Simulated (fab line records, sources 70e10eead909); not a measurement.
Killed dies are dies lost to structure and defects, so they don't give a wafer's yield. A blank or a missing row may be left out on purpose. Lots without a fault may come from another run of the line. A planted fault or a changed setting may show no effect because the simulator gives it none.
Chamber matching | flow nand_harc | NHARC_A_CHANNEL_FILL_D1_ALD_14 on ald_hk-01: 4 sister chambers
The step deposits SiO2, target thk 2.5 nm, pulse time 10 s, ald cycles 25. 16 wafers are shown with their chamber, then 7 later ones without.

WAFERS WITH THEIR CHAMBER
wafer  | chamber | heater_power_w (W) | precursor_pulse_height_rel
L076.4 | 3       | 452                | 1.010
L076.6 | 3       | 462                | 1.011
L083.2 | 0       | 507                | 1.006
L083.4 | 3       | 475                | 1.031
L083.5 | 3       | 478                | 0.979
L087.4 | 2       | 478                | 1.025
L087.5 | 0       | 519                | 0.982
L087.6 | 3       | 485                | 0.951
L085.4 | 3       | 471                | 1.020
L085.5 | 2       | 484                | 1.019
L085.6 | 3       | 466                | 0.952
L089.1 | 1       | 494                | 0.998
L089.3 | 2       | 492                | 1.005
L089.6 | 1       | 506                | 0.993
L091.2 | 1       | 501                | 0.981
L091.4 | 3       | 482                | 1.005

SIGNATURES (means of the wafers above)
reading                    | chamber 0 | chamber 1 | chamber 2 | chamber 3 | scatter within a chamber
heater_power_w             | 513.00    | 500.33    | 484.67    | 471.38    | 9.54
precursor_pulse_height_rel | 0.99400   | 0.99067   | 1.01633   | 0.99487   | 0.0245
Rule: a wafer's distance from a chamber is the root of the sum, over the readings, of the square of ((its reading less the chamber's mean) divided by the reading's scatter). The wafer belongs to the nearest chamber; if the next one is less than 2 further off, it can't be placed. The scatter: the root of (the sum of the squares of (reading less its chamber's mean) over the shown wafers, divided by (wafers less chambers)).

WAFERS WITHOUT THEIR CHAMBER
wafer  | heater_power_w (W) | precursor_pulse_height_rel
L091.6 | 484                | 0.965
L092.2 | 533                | 0.985
L092.3 | 491                | 1.006
L092.6 | 494                | 1.014
L095.2 | 507                | 0.966
L095.4 | 492                | 1.002
L095.6 | 490                | 1.001

WHICH CHAMBER EACH WENT THROUGH
wafer  | from the rows above               | in truth
L091.6 | can't be placed: 3 or 1 or 2 or 0 | 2
L092.2 | can't be placed: 0 or 1           | 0
L092.3 | can't be placed: 2 or 1 or 3 or 0 | 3
L092.6 | can't be placed: 2 or 1 or 0 or 3 | 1
L095.2 | can't be placed: 1 or 0 or 2      | 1
L095.4 | can't be placed: 2 or 1 or 3 or 0 | 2
L095.6 | can't be placed: 2 or 1 or 3 or 0 | 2
Placed correctly: 0 of 7. Can't be placed from these rows: 7 (the true chamber is among the candidates in 7). Placed wrongly: 0.
